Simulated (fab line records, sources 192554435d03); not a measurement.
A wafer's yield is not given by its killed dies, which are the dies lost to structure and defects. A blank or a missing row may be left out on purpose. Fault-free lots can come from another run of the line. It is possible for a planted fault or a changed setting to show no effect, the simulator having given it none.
Struck lot and sound lot, side by side ; flow n5_finfet ; 43 steps out of a route of 1938
Sound: these wafers, L521.3, L521.4, L521.6. Wafers L534.2, L534.3, L534.5 were the ones struck. The cause is named last.
For every step that has rows: the tool of each side, followed by ch and its chambers, followed by its first start. Under that, the readings that differ: sound wafers ; struck wafers ; difference of the means ; sigmas: that difference in standard deviations of wafers without a fault.
alike: readings with means less than 2 such deviations apart, plus words and numbers identical on both sides. not compared: withheld readings, readings lacking a value on some wafer, bounds such as >300 that could conceal the same value, and numbers that have no deviation in the record and whose values overlap.
Wherever a step has rows on one side only, a row that says differs or no value, or a row with sigmas, the two part there. Numbers that don't overlap but have no deviation are shown without sigmas and don't part them. Lack of a reading on every wafer of one side parts them only where that side has two or more wafers.

first, 12 steps without rows for these wafers: N5_BEOL_M1_DESCUM_33 (chemistry O2, time 7 s); N5_BEOL_M1_ETCH_77 (etches underlayer in N2/H2, target depth 6.5 nm, time 5.2 s); N5_BEOL_M1_ETCH_69 (etches SiARC in CF4, target depth 15.6 nm, time 26 s); N5_BEOL_M1_ALD_98 (deposits SiO2, target thk 2.5 nm, pulse time 1 s, co reactant pulse time 1 s); N5_BEOL_M1_ETCHBACK_99 (etches SiO2 in CHF3, target depth 5 nm, time 10.4 s); N5_BEOL_M1_ETCH_70 (etches SOC in N2/H2, target depth 80 nm, overetch 16 nm, time 120 s); N5_BEOL_M1_STRIP_71 (strips in N2/H2); N5_BEOL_M1_STRIP_78 (strips in N2/H2); N5_BEOL_M1_VIA_ETCH_34 (etches the open film in C4F6/O2, target depth 67.8 nm, time 64.4 s); N5_BEOL_M1_STRIP_83 (strips in C4F6/O2); N5_BEOL_M1_STRIP_36 (strips in N2/H2); N5_BEOL_M1_TRENCH_ETCH_37 (etches SiOC in C4F6/O2, target depth 55.207 nm, time 29 s).
N5_BEOL_M1_ETCH_41: etches SiCN in CH3F/O2, target depth 31.9 nm, time 57.8 s.
  sound on rie_diel-01 ch 1,2, day 6 16:47; struck on rie_diel-03 ch 2,3, day 10 18:58
  alike: O2_flow_sccm, bias_w, drypump_motor_current_A, oes_product_au, rf_vpp_V, showerhead_plenum_p_Torr, throttle_valve_pct
  not compared: rf_hours_counter_h
then, 1 step without rows for these wafers: N5_BEOL_M1_STRIP_97 (strips in N2/H2, time 10 s).
N5_BEOL_M1_OCD_MEAS_38:
  sound: ocd-01 at day 6 16:55; struck: ocd-02 at day 10 19:06
  alike: trench_depth_nm
then, 4 steps without rows for these wafers: N5_BEOL_M1_HM_STRIP_39 (strips TiN in peroxide tin strip, target depth 25 nm, time 158 s); N5_BEOL_M1_SRD_40 (time 30 s); N5_BEOL_M1_PRECLEAN_42 (cleans in residue remover, time 60 s); N5_BEOL_M1_SRD_43 (time 30 s).
N5_BEOL_M1_CD_MEAS_35: target cd 18 nm, target cd y 21 nm.
  sound: cd_sem-01 at day 6 17:04; struck: cd_sem-03 at day 10 19:15
  alike: cd_nm
N5_BEOL_M1_DEGAS_44: time 60 s.
  sound: pvd_sputter-01 at day 6 17:40; struck: pvd_sputter-01 at day 10 19:22
  alike: heater_power_w
then, 6 steps without rows for these wafers: N5_BEOL_M1_PRE_CLEAN_45 (time 30 s); N5_BEOL_M1_ALD_84 (deposits TaN, pulse time 2 s, purge time 3 s, co reactant purge time 2 s); N5_BEOL_M1_SURFACE_TREAT_85; N5_BEOL_M1_CVD_47 (deposits Co from CCTBA/H2, target thk 3 nm, time 223.8 s); N5_BEOL_M1_SPUTTER_48 (material Cu, target thk 4.5 nm, time 8.29 s); N5_BEOL_M1_ANNEAL_49 (time 240 s).
N5_BEOL_M1_SPUTTER_79: material Cu, target thk 4.5 nm, time 8.29 s.
  sound: pvd_sputter-02 at day 6 18:28; struck: pvd_sputter-02 at day 10 20:08
  alike: throttle_valve_pct
then, 2 steps without rows for these wafers: N5_BEOL_M1_ANNEAL_80 (time 240 s); N5_BEOL_M1_SPUTTER_81 (material Cu, target thk 4.5 nm, time 8.29 s).
N5_BEOL_M1_ANNEAL_82: time 240 s.
  sound: pvd_sputter-02 at day 6 18:46; struck: pvd_sputter-02 at day 10 20:26
  alike: heater_power_w
then, 3 steps without rows for these wafers: N5_BEOL_M1_SPUTTER_86 (material Cu, target thk 4.5 nm, time 8.29 s); N5_BEOL_M1_ANNEAL_87 (time 240 s); N5_BEOL_M1_SPUTTER_88 (material Cu, target thk 4.5 nm, time 8.29 s).
N5_BEOL_M1_ANNEAL_89: time 240 s.
  sound: pvd_sputter-02 at day 6 19:12; struck: pvd_sputter-02 at day 10 20:52
  alike: heater_power_w
then, 4 steps without rows for these wafers: N5_BEOL_M1_SPUTTER_90 (material Cu, target thk 4.5 nm, time 8.29 s); N5_BEOL_M1_ANNEAL_91 (time 240 s); N5_BEOL_M1_SPUTTER_92 (material Cu, target thk 4.5 nm, time 8.29 s); N5_BEOL_M1_ANNEAL_93 (time 240 s).
N5_BEOL_M1_SPUTTER_94: material Cu, target thk 4.5 nm, time 8.29 s.
  sound: pvd_sputter-02 at day 6 19:47; struck: pvd_sputter-02 at day 10 21:27
  alike: throttle_valve_pct
then, 2 steps without rows for these wafers: N5_BEOL_M1_ANNEAL_95 (time 240 s); N5_BEOL_M1_SPUTTER_96 (material Cu, target thk 4.5 nm, time 8.29 s).
-- record jumps: 6 days separate the struck wafers' starts on either side; left off in module BEOL_M1, taken up again in module PASSIVATION, whose first shown step is the route's number 1936 --
N5_PASSIVATION_PROBE_49:
  record: rows for the struck wafers here (prober-02, day 16 10:41), none for the sound ones

WHERE THEY PART
At N5_PASSIVATION_PROBE_49 and nowhere else, as far as this record goes.

WHY: what the simulator had put in
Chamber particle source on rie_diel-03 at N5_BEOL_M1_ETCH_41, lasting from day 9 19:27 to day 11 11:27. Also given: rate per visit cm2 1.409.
